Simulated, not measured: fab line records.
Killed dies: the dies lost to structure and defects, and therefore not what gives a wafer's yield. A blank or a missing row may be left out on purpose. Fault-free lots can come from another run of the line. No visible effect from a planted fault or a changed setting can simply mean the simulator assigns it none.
fab line records	flow n5Finfet
record lots=24	wafers=72	lastDay=18
route steps=1938 shown BEOL_M13@1692
lots untouched by any fault: they come from a run of this same line in which no faults occurred
startH: the number of hours between the record's first day and the start of the first shown wafer of the lot	waitH: hours elapsed since this lot's preceding step	" the same as in the row above	L1.1+2: one row covering several wafers at once	- no value, or no start given	* or withheld: withheld	< > ~ a bound
route shown NAME@n: a module of which the file shows steps, and the number in the route of the first	usual: mean and standard deviation over wafers with no fault	same: alike in all rows	chamber/n: place in a boat	sites: per-site readings	_std_site: their standard deviation	_edge_site: the outer-site mean with the inner-site mean subtracted	radiusMm: for every site, how far away it sits from the centre of the wafer	mask NAME#n: copy n	behind: tool/chamber where the wafer was last shaped	hold: why the lot went on hold/how many hours it stayed there/how the hold came to an end	device: the transistor (n, p or np) that didn't switch	end of line: tests run on the same wafers once the route is complete	a step without rows: its recipe alone	killed: dies that structure and defects cost at the first sort, which is not the same as the wafer's yield	map: a wafer's dies, marking killed ones x, the rest . and places with no die _
set.NAME: the setting as run; set.NAME@STEP: as run at that earlier step	model.NAME: the simulator's own value behind a step, which no gauge read
a sample of lots followed through the steps of the route, with each step as a table and each wafer as a row
services: the hour from which a tool's chamber was out of use, counted from the record's first day as startH (under 0 if before that day), plus the number of hours and why
## steps
# step N5_BEOL_M13_DESCUM_33
# recipe chemistry=O2	timeS=7.9	sourcePowerW=50	biasPowerW=20	pressureMtorr=20	rfFrequencyHz=2.712e+07	tempC=40	o2FlowSccm=225
# usual drypumpMotorCurrentA=5.8/0.4	oesProductAu=0.81/0.1	rfVppV=242.6/1.3	showerheadPlenumPTorr=2.06/0.066	throttleValvePct=20.32/0.27
lot.wafer	tool	chamber	startH	waitH	drypumpMotorCurrentA	oesProductAu	rfHoursCounterH	rfVppV	showerheadPlenumPTorr	throttleValvePct
L074.1	rieDiel-02	3	243.04	0.0	6.3	0.92	15	244.0	2.13	19.85
L074.4	"	0	"	"	5.7	0.73	165	242.5	2.09	20.64
L074.5	"	3	"	"	6.3	0.92	-	244.9	2.13	19.84
L075.2	rieDiel-04	2	245.50	0.0	5.7	0.92	14	242.4	2.04	20.23
L075.4	"	3	"	"	5.8	0.71	235	241.3	2.06	20.65
L075.6	"	2	"	"	5.7	0.93	-	242.6	2.04	20.25
L077.1	rieDiel-04	2	260.54	0.0	5.7	0.91	18	243.9	2.04	20.25
L077.2	"	0	"	"	5.6	0.68	228	242.4	2.06	20.77
L077.5	"	1	"	"	6.1	0.73	-	242.9	2.17	20.31
L076.1	rieDiel-02	3	261.13	0.1	6.2	0.90	21	244.5	2.13	19.86
L076.2	"	0	"	"	5.7	0.72	170	242.1	2.08	20.66
L076.4	"	1	"	"	5.7	0.75	161	239.2	1.92	19.98
L078.2	rieDiel-02	3	264.89	0.0	6.2	0.90	22	243.2	2.13	19.85
L078.4	"	0	"	"	5.7	0.72	172	245.0	2.08	20.66
L078.6	"	0	"	"	5.7	0.71	-	244.1	2.08	20.65
L079.3	rieDiel-03	0	266.84	0.2	6.1	0.74	203	240.6	1.99	20.64
L079.4	"	2	"	"	6.2	0.72	192	241.1	1.99	20.40
L079.6	"	1	"	"	4.7	0.93	-	242.5	2.13	20.13
L080.3	rieDiel-03	2	278.82	1.6	6.2	0.72	197	241.3	1.99	20.39
L080.5	"	1	"	"	4.7	0.92	-	244.9	2.13	20.15
L080.6	"	2	"	"	6.2	0.71	-	240.8	1.99	20.38
L081.2	rieDiel-03	0	280.34	1.1	6.1	0.74	208	241.4	1.99	20.66
L081.3	"	1	"	"	4.7	0.92	28	242.2	2.13	20.15
L081.4	"	3	"	"	6.2	0.77	136	242.0	2.01	20.49
L083.1	rieDiel-04	3	283.54	1.0	5.8	0.71	244	243.7	2.06	20.69
L083.2	"	0	"	"	5.6	0.67	237	243.9	2.06	20.79
L083.3	"	2	"	"	5.7	0.89	27	243.2	2.04	20.25
L082.2	rieDiel-04	3	284.90	1.7	5.8	0.70	245	244.5	2.06	20.68
L082.4	"	2	"	"	5.7	0.90	27	242.9	2.04	20.27
L082.6	"	3	"	"	5.8	0.72	-	242.5	2.06	20.68
L084.2	rieDiel-02	3	301.20	0.0	6.3	0.88	30	242.5	2.12	19.87
L084.4	"	2	"	"	5.1	0.90	34	243.0	2.05	20.00
L084.5	"	2	"	"	5.1	0.89	-	242.0	2.05	20.03
L085.1	rieDiel-04	1	308.21	0.0	6.1	0.72	202	244.6	2.16	20.36
L085.3	"	0	"	"	5.6	0.67	247	240.9	2.06	20.79
L085.5	"	1	"	"	6.1	0.72	-	242.5	2.16	20.36
L086.2	rieDiel-02	3	310.33	0.0	6.3	0.89	33	243.2	2.12	19.86
L086.3	"	2	"	"	5.2	0.90	37	243.6	2.05	20.01
L086.6	"	2	"	"	5.1	0.88	-	242.2	2.05	20.02
L087.1	rieDiel-04	1	314.59	0.0	6.1	0.73	205	243.5	2.16	20.37
L087.3	"	0	"	"	5.6	0.66	250	243.1	2.06	20.81
L087.6	"	0	"	"	5.6	0.67	-	244.4	2.06	20.79
L089.1	rieDiel-04	1	326.49	0.3	6.1	0.71	210	244.6	2.16	20.37
L089.5	"	1	"	"	6.1	0.71	-	245.0	2.16	20.38
L089.6	"	2	"	"	5.7	0.87	-	242.0	2.03	20.28
L090.1	rieDiel-02	2	328.01	0.0	5.2	0.88	43	241.6	2.05	20.05
L090.3	"	0	"	"	5.7	0.71	188	243.3	2.08	20.69
L090.4	"	3	"	"	6.2	0.88	38	243.5	2.12	19.87
L088.1	rieDiel-04	3	335.96	0.0	5.8	0.98	5	241.8	2.06	20.26
L088.4	"	0	"	"	5.6	0.99	0	242.2	2.06	20.42
L088.6	"	0	"	"	5.6	0.99	-	241.8	2.05	20.42
L093.1	rieDiel-02	1	341.02	0.0	5.7	0.73	181	241.2	1.91	20.01
L093.3	"	2	"	"	5.1	0.87	46	243.3	2.05	20.04
L093.4	"	3	"	"	6.3	0.87	42	243.7	2.12	19.88
L091.2	rieDiel-04	2	349.20	0.0	5.7	0.86	51	242.6	2.03	20.30
L091.5	"	2	"	"	5.7	0.85	-	242.3	2.03	20.29
L091.6	"	3	"	"	5.8	0.98	-	244.4	2.05	20.28
L094.1	rieDiel-04	1	356.64	0.0	6.1	0.70	217	243.9	2.16	20.37
L094.5	"	3	"	"	5.8	0.97	-	242.9	2.05	20.27
L094.6	"	2	"	"	5.7	0.85	-	243.4	2.03	20.28
L092.1	rieDiel-02	0	357.22	0.0	5.7	0.70	197	243.0	2.07	20.70
L092.2	"	1	"	"	5.7	0.71	186	241.4	1.91	20.02
L092.4	"	2	"	"	5.2	0.86	51	241.1	2.05	20.04
L095.3	rieDiel-03	3	357.79	0.0	6.2	0.75	160	242.4	2.00	20.53
L095.4	"	2	"	"	6.2	0.69	222	241.6	1.98	20.45
L095.6	"	2	"	"	6.2	0.70	-	242.4	1.98	20.45
L096.1	rieDiel-03	0	375.41	0.0	6.1	0.71	238	240.8	1.98	20.70
L096.4	"	1	"	"	4.7	0.86	58	243.6	2.12	20.18
L096.5	"	3	"	"	6.2	0.74	-	241.7	2.00	20.53
L097.1	rieDiel-04	3	387.88	0.0	5.8	0.94	22	241.0	2.05	20.31
L097.3	"	0	"	"	5.6	0.92	16	243.2	2.05	20.44
L097.5	"	3	"	"	5.9	0.94	-	241.5	2.05	20.31
# step N5_BEOL_M13_ETCH_68
# recipe chemistry=N2/H2	target=SOC	maskMaterial=SiARC	sourceW=3000	biasW=350	tempC=40	timeS=355	ionEnergyEv=200	pressureMtorr=30	n2FlowSccm=200	h2FlowSccm=200
# usual drypumpMotorCurrentA=5.8/0.4	oesProductAu=0.81/0.1	rfVppV=522.7/2.4	showerheadPlenumPTorr=2.50/0.082	throttleValvePct=17.68/0.27
lot.wafer	tool	chamber	startH	waitH	drypumpMotorCurrentA	oesProductAu	rfHoursCounterH	rfVppV	showerheadPlenumPTorr	throttleValvePct
L074.1	rieDiel-02	3	243.22	0.1	6.2	0.91	16	527.0	2.60	17.34
L074.4	"	0	"	"	5.7	0.72	165	523.4	2.54	18.03
L074.5	"	3	"	"	6.3	0.92	-	525.6	2.60	17.33
L075.2	rieDiel-04	2	245.68	0.1	5.7	0.93	14	522.9	2.49	17.62
L075.4	"	3	"	"	5.9	0.71	235	521.3	2.50	18.04
L075.6	"	2	"	"	5.7	0.93	-	522.8	2.49	17.59
L077.1	rieDiel-04	2	260.72	0.1	5.7	0.92	18	524.0	2.49	17.61
L077.2	"	0	"	"	5.6	0.69	228	523.3	2.51	18.08
L077.5	"	1	"	"	6.1	0.73	-	525.3	2.64	17.73
L076.1	rieDiel-02	3	261.31	0.1	6.3	0.90	21	525.0	2.60	17.34
L076.2	"	0	"	"	5.7	0.72	170	523.2	2.53	18.04
L076.4	"	1	"	"	5.7	0.74	161	519.5	2.33	17.37
L078.2	rieDiel-02	3	265.07	0.1	6.3	0.91	22	525.5	2.60	17.35
L078.4	"	0	"	"	5.7	0.72	172	524.8	2.53	18.05
L078.6	"	0	"	"	5.7	0.73	-	523.5	2.53	18.06
L079.3	rieDiel-03	0	267.03	0.1	6.1	0.74	203	518.8	2.41	17.83
L079.4	"	2	"	"	6.2	0.72	192	520.2	2.43	17.94
L079.6	"	1	"	"	4.7	0.92	-	525.4	2.59	17.43
L080.3	rieDiel-03	2	279.00	0.1	6.2	0.70	197	521.2	2.43	17.94
L080.5	"	1	"	"	4.7	0.92	-	525.2	2.58	17.43
L080.6	"	2	"	"	6.2	0.71	-	519.2	2.43	17.92
L081.2	rieDiel-03	0	280.52	0.1	6.1	0.74	209	520.0	2.41	17.85
L081.3	"	1	"	"	4.7	0.91	28	525.2	2.59	17.45
L081.4	"	3	"	"	6.2	0.76	136	520.6	2.44	17.80
L083.1	rieDiel-04	3	283.72	0.1	5.9	0.69	244	524.0	2.50	18.04
L083.2	"	0	"	"	5.6	0.67	238	521.8	2.51	18.11
L083.3	"	2	"	"	5.7	0.89	27	520.9	2.48	17.62
L082.2	rieDiel-04	3	285.08	0.1	5.8	0.70	245	522.9	2.50	18.04
L082.4	"	2	"	"	5.7	0.90	28	522.2	2.48	17.61
L082.6	"	3	"	"	5.8	0.70	-	521.9	2.50	18.05
L084.2	rieDiel-02	3	301.38	0.1	6.3	0.89	30	524.9	2.60	17.33
L084.4	"	2	"	"	5.1	0.88	34	521.9	2.48	17.21
L084.5	"	2	"	"	5.1	0.88	-	522.3	2.48	17.22
L085.1	rieDiel-04	1	308.39	0.1	6.1	0.71	203	524.7	2.63	17.78
L085.3	"	0	"	"	5.6	0.66	247	524.8	2.50	18.11
L085.5	"	1	"	"	6.1	0.72	-	528.2	2.63	17.77
L086.2	rieDiel-02	3	310.51	0.1	6.3	0.88	33	525.7	2.59	17.36
L086.3	"	2	"	"	5.2	0.87	37	523.4	2.47	17.22
L086.6	"	2	"	"	5.2	0.87	-	521.9	2.47	17.23
L087.1	rieDiel-04	1	314.77	0.1	6.1	0.71	206	527.6	2.63	17.77
L087.3	"	0	"	"	5.6	0.67	250	523.1	2.50	18.13
L087.6	"	0	"	"	5.6	0.67	-	522.7	2.50	18.14
L089.1	rieDiel-04	1	326.67	0.1	6.1	0.72	210	527.5	2.63	17.79
L089.5	"	1	"	"	6.1	0.72	-	524.9	2.63	17.79
L089.6	"	2	"	"	5.7	0.87	-	522.3	2.48	17.66
L090.1	rieDiel-02	2	328.19	0.1	5.1	0.87	43	523.0	2.47	17.23
L090.3	"	0	"	"	5.7	0.71	188	522.8	2.53	18.09
L090.4	"	3	"	"	6.3	0.87	39	525.3	2.59	17.38
L088.1	rieDiel-04	3	336.14	0.1	5.8	0.98	5	523.4	2.50	17.62
L088.4	"	0	"	"	5.5	0.99	1	522.9	2.50	17.68
L088.6	"	0	"	"	5.6	0.98	-	520.7	2.50	17.69
L093.1	rieDiel-02	1	341.20	0.1	5.7	0.73	181	517.9	2.33	17.38
L093.3	"	2	"	"	5.2	0.86	46	521.7	2.47	17.24
L093.4	"	3	"	"	6.2	0.87	42	525.0	2.59	17.40
L091.2	rieDiel-04	2	349.39	0.1	5.7	0.86	51	521.9	2.47	17.67
L091.5	"	2	"	"	5.7	0.86	-	522.1	2.47	17.66
L091.6	"	3	"	"	5.9	0.96	-	523.6	2.49	17.62
L094.1	rieDiel-04	1	356.82	0.1	6.1	0.71	217	524.9	2.63	17.79
L094.5	"	3	"	"	5.8	0.96	-	522.6	2.49	17.63
L094.6	"	2	"	"	5.7	0.86	-	522.8	2.47	17.66
L092.1	rieDiel-02	0	357.40	0.1	5.7	0.71	197	524.1	2.52	18.10
L092.2	"	1	"	"	5.7	0.72	186	517.7	2.32	17.40
L092.4	"	2	"	"	5.2	0.86	51	522.7	2.47	17.24
L095.3	rieDiel-03	3	357.97	0.1	6.2	0.74	160	520.9	2.43	17.86
L095.4	"	2	"	"	6.2	0.70	223	520.8	2.41	17.96
L095.6	"	2	"	"	6.2	0.69	-	521.0	2.41	17.97
L096.1	rieDiel-03	0	375.59	0.1	6.1	0.71	238	520.5	2.40	17.89
L096.4	"	1	"	"	4.7	0.87	58	524.9	2.57	17.51
L096.5	"	3	"	"	6.2	0.74	-	520.2	2.43	17.86
L097.1	rieDiel-04	3	388.06	0.1	5.8	0.94	22	522.5	2.49	17.63
L097.3	"	0	"	"	5.6	0.92	16	522.1	2.49	17.72
L097.5	"	3	"	"	5.8	0.94	-	521.9	2.49	17.62
# step N5_BEOL_M13_ETCH_38
# recipe chemistry=CF4/N2	target=SiCN	targetDepthA=675	taperDeg=2	timeS=71.9	ionEnergyEv=150	maskMaterial=SiO2	pressureMtorr=40	sourceW=430	biasW=70	Ar_flow_sccm=100	cf4FlowSccm=60	n2FlowSccm=60
# usual drypumpMotorCurrentA=5.8/0.41	mfcArSccm=100.0/0.31	oesProductAu=0.79/0.088	rfVppV=381.3/1.8	showerheadPlenumPTorr=2.16/0.071	throttleValvePct=15.36/0.29
lot.wafer	tool	chamber	startH	waitH	drypumpMotorCurrentA	mfcArSccm	oesProductAu	rfHoursCounterH	rfVppV	showerheadPlenumPTorr	throttleValvePct
L074.1	rieDiel-03	3	247.52	-	6.2	100.2	0.77	125	380.8	2.13	15.46
L074.4	"	1	"	"	4.7	99.9	0.95	16	383.7	2.25	15.12
L074.5	"	3	"	"	6.2	100.0	0.77	-	379.9	2.13	15.44
L075.2	rieDiel-04	2	248.41	-	5.7	99.7	0.94	14	381.8	2.17	15.29
L075.4	"	0	"	"	5.6	100.0	0.68	224	382.5	2.18	15.82
L075.6	"	2	"	"	5.7	99.9	0.94	-	380.9	2.17	15.31
L077.1	rieDiel-04	2	261.98	-	5.7	99.5	0.93	19	382.3	2.17	15.28
L077.2	"	1	"	"	6.1	99.8	0.73	184	383.5	2.28	15.41
L077.5	"	1	"	"	6.1	99.5	0.73	-	385.1	2.28	15.42
L076.1	rieDiel-04	0	262.58	-	5.6	99.8	0.68	229	380.9	2.18	15.82
L076.2	"	2	"	"	5.7	100.4	0.92	19	382.5	2.17	15.29
L076.4	"	2	"	"	5.7	100.1	0.92	-	381.2	2.17	15.31
L078.2	rieDiel-02	0	265.63	-	5.7	100.1	0.71	172	381.7	2.20	15.71
L078.4	"	2	"	"	5.2	99.9	0.91	27	381.3	2.16	14.92
L078.6	"	2	"	"	5.2	100.0	0.91	-	380.1	2.16	14.93
L079.3	rieDiel-03	2	274.98	-	6.2	99.8	0.71	195	379.8	2.11	15.52
L079.4	"	3	"	"	6.2	99.9	0.77	133	379.9	2.13	15.46
L079.6	"	3	"	"	6.2	99.9	0.77	-	380.2	2.13	15.45
L080.3	rieDiel-03	3	279.62	-	6.2	99.5	0.77	135	381.2	2.12	15.47
L080.5	"	3	"	"	6.2	99.8	0.77	-	381.6	2.13	15.46
L080.6	"	2	"	"	6.2	100.6	0.71	-	381.0	2.11	15.50
L081.2	rieDiel-04	0	281.09	-	5.6	99.8	0.67	236	383.6	2.18	15.86
L081.3	"	1	"	"	6.1	100.4	0.74	192	383.4	2.28	15.43
L081.4	"	2	"	"	5.7	99.9	0.90	26	382.0	2.17	15.31
L083.1	rieDiel-03	0	285.16	-	6.1	99.9	0.72	211	379.9	2.10	15.64
L083.2	"	3	"	"	6.3	100.0	0.76	138	380.4	2.12	15.48
L083.3	"	1	"	"	4.7	100.5	0.91	31	383.2	2.25	15.16
L082.2	rieDiel-04	0	285.70	-	5.6	99.7	0.67	239	381.7	2.17	15.86
L082.4	"	3	"	"	5.8	99.7	0.70	245	381.3	2.17	15.73
L082.6	"	0	"	"	5.6	99.1	0.67	-	382.4	2.17	15.85
L084.2	rieDiel-03	0	302.40	-	6.1	100.2	0.72	216	379.7	2.09	15.66
L084.4	"	3	"	"	6.2	100.2	0.76	143	381.1	2.12	15.48
L084.5	"	0	"	"	6.1	99.8	0.73	-	380.5	2.09	15.67
L085.1	rieDiel-04	1	308.91	-	6.1	100.3	0.72	203	383.1	2.28	15.44
L085.3	"	0	"	"	5.6	100.0	0.67	248	381.8	2.17	15.87
L085.5	"	1	"	"	6.1	100.1	0.73	-	384.7	2.28	15.46
L086.2	rieDiel-02	3	311.33	-	6.3	99.6	0.89	33	384.2	2.25	14.95
L086.3	"	0	"	"	5.7	100.0	0.71	182	382.5	2.20	15.73
L086.6	"	2	"	"	5.1	100.4	0.88	-	381.7	2.15	14.96
L087.1	rieDiel-02	2	315.38	-	5.2	100.1	0.89	39	379.8	2.15	14.95
L087.3	"	0	"	"	5.7	100.0	0.71	183	380.4	2.20	15.73
L087.6	"	1	"	"	5.7	99.6	0.74	-	378.7	2.03	15.13
L089.1	rieDiel-02	1	327.35	-	5.7	100.0	0.73	178	378.2	2.03	15.12
L089.5	"	2	"	"	5.1	100.2	0.87	-	379.9	2.15	14.96
L089.6	"	3	"	"	6.3	100.0	0.87	-	384.6	2.24	14.95
L090.1	rieDiel-02	0	331.54	-	5.7	100.2	0.70	189	381.8	2.20	15.75
L090.3	"	2	"	"	5.2	99.6	0.87	43	381.8	2.15	14.97
L090.4	"	3	"	"	6.3	100.3	0.87	40	384.9	2.24	14.97
L088.1	rieDiel-02	3	336.77	-	6.3	99.9	0.86	41	383.3	2.24	14.96
L088.4	"	2	"	"	5.2	99.6	0.87	45	381.1	2.15	14.96
L088.6	"	2	"	"	5.1	100.3	0.87	-	381.0	2.15	14.97
L093.1	rieDiel-02	2	341.74	-	5.1	100.6	0.86	46	381.8	2.15	14.97
L093.3	"	3	"	"	6.3	100.1	0.86	43	383.0	2.24	14.96
L093.4	"	1	"	"	5.7	99.6	0.73	182	377.7	2.03	15.13
L091.2	rieDiel-04	2	352.57	-	5.7	100.2	0.87	52	381.4	2.16	15.36
L091.5	"	2	"	"	5.7	100.3	0.87	-	380.8	2.16	15.35
L091.6	"	1	"	"	6.1	99.5	0.70	-	384.5	2.27	15.49
L094.1	rieDiel-02	2	358.74	-	5.2	99.8	0.86	52	380.9	2.15	14.99
L094.5	"	0	"	"	5.7	99.9	0.70	-	381.3	2.20	15.74
L094.6	"	1	"	"	5.7	99.5	0.72	-	379.2	2.03	15.16
L092.1	rieDiel-02	1	359.54	-	5.7	100.4	0.74	187	378.6	2.03	15.14
L092.2	"	3	"	"	6.3	100.2	0.85	49	383.4	2.24	14.97
L092.4	"	2	"	"	5.2	99.9	0.87	52	381.1	2.15	14.98
L095.3	rieDiel-03	3	361.85	-	6.2	100.0	0.75	161	379.4	2.12	15.52
L095.4	"	1	"	"	4.7	100.6	0.88	56	381.9	2.24	15.22
L095.6	"	1	"	"	4.7	99.8	0.88	-	384.0	2.24	15.20
L096.1	rieDiel-04	1	376.63	-	6.1	99.8	0.70	223	382.8	2.27	15.49
L096.4	"	0	"	"	5.6	99.8	0.93	12	381.4	2.17	15.40
L096.5	"	2	"	"	5.7	100.1	0.85	-	380.2	2.16	15.38
L097.1	rieDiel-02	3	391.81	-	6.3	100.5	0.84	60	383.0	2.24	15.02
L097.3	"	2	"	"	5.2	100.1	0.87	54	381.9	2.15	15.00
L097.5	"	1	"	"	5.7	99.9	0.72	-	378.3	2.02	15.17
# step N5_BEOL_M13_SPUTTER_44
# recipe material=Ta	targetThkA=100	tempC=50	biasV=80	powerW=15000	chamberPressurePa=0.07	timeS=16.13
# usual throttleValvePct=29.8/0.79
lot.wafer	tool	chamber	startH	waitH	throttleValvePct
L074.1	pvdSputter-03	-	248.16	0.0	29.6
L074.4	"	-	"	"	29.6
L074.5	"	-	"	"	29.4
L075.2	pvdSputter-03	-	248.88	0.0	30.6
L075.4	"	-	"	"	29.0
L075.6	"	-	"	"	29.2
L077.1	pvdSputter-02	-	262.72	0.0	31.5
L077.2	"	-	"	"	28.5
L077.5	"	-	"	"	31.3
L076.1	pvdSputter-02	-	263.16	0.0	28.8
L076.2	"	-	"	"	31.6
L076.4	"	-	"	"	29.1
L078.2	pvdSputter-02	-	266.26	0.0	28.9
L078.4	"	-	"	"	31.3
L078.6	"	-	"	"	28.6
L079.3	pvdSputter-02	-	275.62	0.0	30.3
L079.4	"	-	"	"	31.4
L079.6	"	-	"	"	29.3
L080.3	pvdSputter-02	-	280.19	0.0	29.0
L080.5	"	-	"	"	31.4
L080.6	"	-	"	"	28.6
L081.2	pvdSputter-02	-	281.89	0.0	30.1
L081.3	"	-	"	"	29.3
L081.4	"	-	"	"	31.4
L083.1	pvdSputter-03	-	285.53	0.0	30.6
L083.2	"	-	"	"	29.6
L083.3	"	-	"	"	29.4
L082.2	pvdSputter-01	-	288.96	0.0	29.5
L082.4	"	-	"	"	30.4
L082.6	"	-	"	"	31.0
L084.2	pvdSputter-01	-	303.02	0.0	30.4
L084.4	"	-	"	"	29.7
L084.5	"	-	"	"	29.6
L085.1	pvdSputter-03	-	309.34	0.0	29.6
L085.3	"	-	"	"	29.0
L085.5	"	-	"	"	29.5
L086.2	pvdSputter-03	-	311.90	0.0	29.1
L086.3	"	-	"	"	29.3
L086.6	"	-	"	"	29.3
L087.1	pvdSputter-02	-	315.75	0.0	30.4
L087.3	"	-	"	"	29.2
L087.6	"	-	"	"	29.9
L089.1	pvdSputter-02	-	327.81	0.0	31.3
L089.5	"	-	"	"	29.1
L089.6	"	-	"	"	28.9
L090.1	pvdSputter-03	-	332.21	0.0	30.3
L090.3	"	-	"	"	29.7
L090.4	"	-	"	"	29.2
L088.1	pvdSputter-02	-	337.32	0.0	31.5
L088.4	"	-	"	"	30.0
L088.6	"	-	"	"	31.4
L093.1	pvdSputter-03	-	342.71	0.0	29.0
L093.3	"	-	"	"	29.4
L093.4	"	-	"	"	30.4
L091.2	pvdSputter-03	-	353.03	0.0	30.5
L091.5	"	-	"	"	30.7
L091.6	"	-	"	"	29.0
L094.1	pvdSputter-01	-	359.42	0.0	30.9
L094.5	"	-	"	"	29.6
L094.6	"	-	"	"	31.0
L092.1	pvdSputter-03	-	360.17	0.0	28.9
L092.2	"	-	"	"	29.4
L092.4	"	-	"	"	29.3
L095.3	pvdSputter-01	-	362.40	0.0	30.0
L095.4	"	-	"	"	31.0
L095.6	"	-	"	"	30.2
L096.1	pvdSputter-03	-	377.29	0.0	29.8
L096.4	"	-	"	"	29.0
L096.5	"	-	"	"	29.6
L097.1	pvdSputter-01	-	392.52	0.0	29.1
L097.3	"	-	"	"	29.7
L097.5	"	-	"	"	30.8
# step N5_BEOL_M13_ANNEAL_48
# recipe tempC=225	timeS=90	ambient=N2
# usual wafer_temp_C_max=225.61/0.21
lot.wafer	tool	chamber	startH	waitH	wafer_temp_C_max
L074.1	rtpAnneal-02	0	248.52	0.1	225.77
L074.4	"	0	"	"	225.77
L074.5	"	0	"	"	225.87
L075.2	rtpAnneal-02	0	249.28	0.2	225.23
L075.4	"	0	"	"	225.68
L075.6	"	0	"	"	225.43
L077.1	rtpAnneal-01	0	265.65	2.7	225.58
L077.2	"	0	"	"	225.47
L077.5	"	0	"	"	225.82
L076.1	rtpAnneal-02	0	265.74	2.3	225.49
L076.2	"	0	"	"	225.61
L076.4	"	0	"	"	225.31
L078.2	rtpAnneal-02	0	267.14	0.6	226.35
L078.4	"	0	"	"	225.79
L078.6	"	0	"	"	225.64
L079.3	rtpAnneal-02	0	276.14	0.2	225.71
L079.4	"	0	"	"	225.97
L079.6	"	0	"	"	225.80
L080.3	rtpAnneal-02	0	280.66	0.2	225.79
L080.5	"	0	"	"	225.99
L080.6	"	0	"	"	225.75
L081.2	rtpAnneal-01	0	282.30	0.2	225.49
L081.3	"	0	"	"	225.50
L081.4	"	0	"	"	225.62
L083.1	rtpAnneal-02	0	285.91	0.1	225.71
L083.2	"	0	"	"	225.70
L083.3	"	0	"	"	225.93
L082.2	rtpAnneal-01	0	289.37	0.2	225.28
L082.4	"	0	"	"	225.49
L082.6	"	0	"	"	225.09
L084.2	rtpAnneal-01	0	303.46	0.2	225.66
L084.4	"	0	"	"	225.33
L084.5	"	0	"	"	225.59
L085.1	rtpAnneal-02	0	309.80	0.2	225.50
L085.3	"	0	"	"	225.60
L085.5	"	0	"	"	225.48
L086.2	rtpAnneal-02	0	312.31	0.2	225.86
L086.3	"	0	"	"	225.86
L086.6	"	0	"	"	225.58
L087.1	rtpAnneal-01	0	316.13	0.1	225.41
L087.3	"	0	"	"	225.41
L087.6	"	0	"	"	225.32
L089.1	rtpAnneal-02	0	328.19	0.1	225.60
L089.5	"	0	"	"	225.69
L089.6	"	0	"	"	225.51
L090.1	rtpAnneal-02	0	332.73	0.3	225.69
L090.3	"	0	"	"	225.55
L090.4	"	0	"	"	226.11
L088.1	rtpAnneal-01	0	338.06	0.5	225.88
L088.4	"	0	"	"	225.70
L088.6	"	0	"	"	225.38
L093.1	rtpAnneal-01	0	343.07	0.1	225.90
L093.3	"	0	"	"	225.71
L093.4	"	0	"	"	225.43
L091.2	rtpAnneal-01	0	353.67	0.4	225.57
L091.5	"	0	"	"	225.74
L091.6	"	0	"	"	225.43
L094.1	rtpAnneal-01	0	359.85	0.2	225.48
L094.5	"	0	"	"	225.39
L094.6	"	0	"	"	225.51
L092.1	rtpAnneal-01	0	360.53	0.1	225.47
L092.2	"	0	"	"	225.37
L092.4	"	0	"	"	225.68
L095.3	rtpAnneal-02	0	362.85	0.2	225.79
L095.4	"	0	"	"	225.76
L095.6	"	0	"	"	225.62
L096.1	rtpAnneal-01	0	377.65	0.1	225.73
L096.4	"	0	"	"	225.57
L096.5	"	0	"	"	225.39
L097.1	rtpAnneal-01	0	392.94	0.2	225.60
L097.3	"	0	"	"	225.14
L097.5	"	0	"	"	225.42
# step N5_BEOL_M13_INSPECT_55
# recipe inspectInstrument=darkfield	mode=postDep
# usual rawDefectCount=65/19
lot.wafer	tool	chamber	startH	waitH	rawDefectCount
L074.1	defectInspect-01	-	249.28	0.0	46
L074.4	"	-	"	"	70
L074.5	"	-	"	"	79
L075.2	defectInspect-01	-	250.10	0.0	74
L075.4	"	-	"	"	37
L075.6	"	-	"	"	63
L077.1	defectInspect-02	-	266.40	0.0	94
L077.2	"	-	"	"	60
L077.5	"	-	"	"	48
L076.1	defectInspect-02	-	266.52	0.0	95
L076.2	"	-	"	"	83
L076.4	"	-	"	"	93
L078.2	defectInspect-01	-	267.87	0.0	74
L078.4	"	-	"	"	69
L078.6	"	-	"	"	57
L079.3	defectInspect-01	-	276.79	0.0	118
L079.4	"	-	"	"	92
L079.6	"	-	"	"	85
L080.3	defectInspect-02	-	281.32	0.0	76
L080.5	"	-	"	"	70
L080.6	"	-	"	"	98
L081.2	defectInspect-02	-	283.00	0.0	59
L081.3	"	-	"	"	59
L081.4	"	-	"	"	82
L083.1	defectInspect-02	-	286.65	0.0	26
L083.2	"	-	"	"	27
L083.3	"	-	"	"	42
L082.2	defectInspect-02	-	290.07	0.0	96
L082.4	"	-	"	"	76
L082.6	"	-	"	"	77
L084.2	defectInspect-01	-	304.41	0.0	76
L084.4	"	-	"	"	76
L084.5	"	-	"	"	76
L085.1	defectInspect-02	-	310.58	0.0	56
L085.3	"	-	"	"	93
L085.5	"	-	"	"	90
L086.2	defectInspect-01	-	313.01	0.0	58
L086.3	"	-	"	"	51
L086.6	"	-	"	"	92
L087.1	defectInspect-02	-	316.88	0.0	56
L087.3	"	-	"	"	57
L087.6	"	-	"	"	49
L089.1	defectInspect-01	-	328.94	0.0	62
L089.5	"	-	"	"	54
L089.6	"	-	"	"	51
L090.1	defectInspect-01	-	333.48	0.0	96
L090.3	"	-	"	"	48
L090.4	"	-	"	"	95
L088.1	defectInspect-01	-	338.81	0.0	53
L088.4	"	-	"	"	69
L088.6	"	-	"	"	47
L093.1	defectInspect-01	-	343.83	0.0	34
L093.3	"	-	"	"	60
L093.4	"	-	"	"	59
L091.2	defectInspect-01	-	354.38	0.0	49
L091.5	"	-	"	"	43
L091.6	"	-	"	"	47
L094.1	defectInspect-02	-	360.59	0.0	94
L094.5	"	-	"	"	69
L094.6	"	-	"	"	71
L092.1	defectInspect-01	-	361.28	0.0	47
L092.2	"	-	"	"	66
L092.4	"	-	"	"	67
L095.3	defectInspect-02	-	363.51	0.0	56
L095.4	"	-	"	"	55
L095.6	"	-	"	"	81
L096.1	defectInspect-02	-	378.40	0.0	61
L096.4	"	-	"	"	95
L096.5	"	-	"	"	83
L097.1	defectInspect-01	-	393.79	0.0	68
L097.3	"	-	"	"	63
L097.5	"	-	"	"	57
## services
tool	chamber	startH	hours	kind
rieDiel-04	2	250.08	2.5	repair
rieDiel-04	3	257.50	8.1	repair
rtpAnneal-02	-	260.73	4.3	pm
rieDiel-02	-	270.26	14.6	pm
pvdSputter-03	-	285.89	3.8	repair
rieDiel-02	-	289.47	0.3	repair
rtpAnneal-02	-	293.34	3.0	pm
rieDiel-04	3	298.96	-	clean
rieDiel-04	3	298.96	-	consumableReplace:focusRing
rieDiel-04	3	298.96	20.0	scheduledDown
rieDiel-04	3	298.96	20.0	ventCycle
rieDiel-04	0	318.99	-	clean
rieDiel-04	0	318.99	-	consumableReplace:focusRing
rieDiel-04	0	318.99	15.8	scheduledDown
rieDiel-04	0	318.99	15.8	ventCycle
pvdSputter-02	-	351.75	1.1	repair
## key
fault none
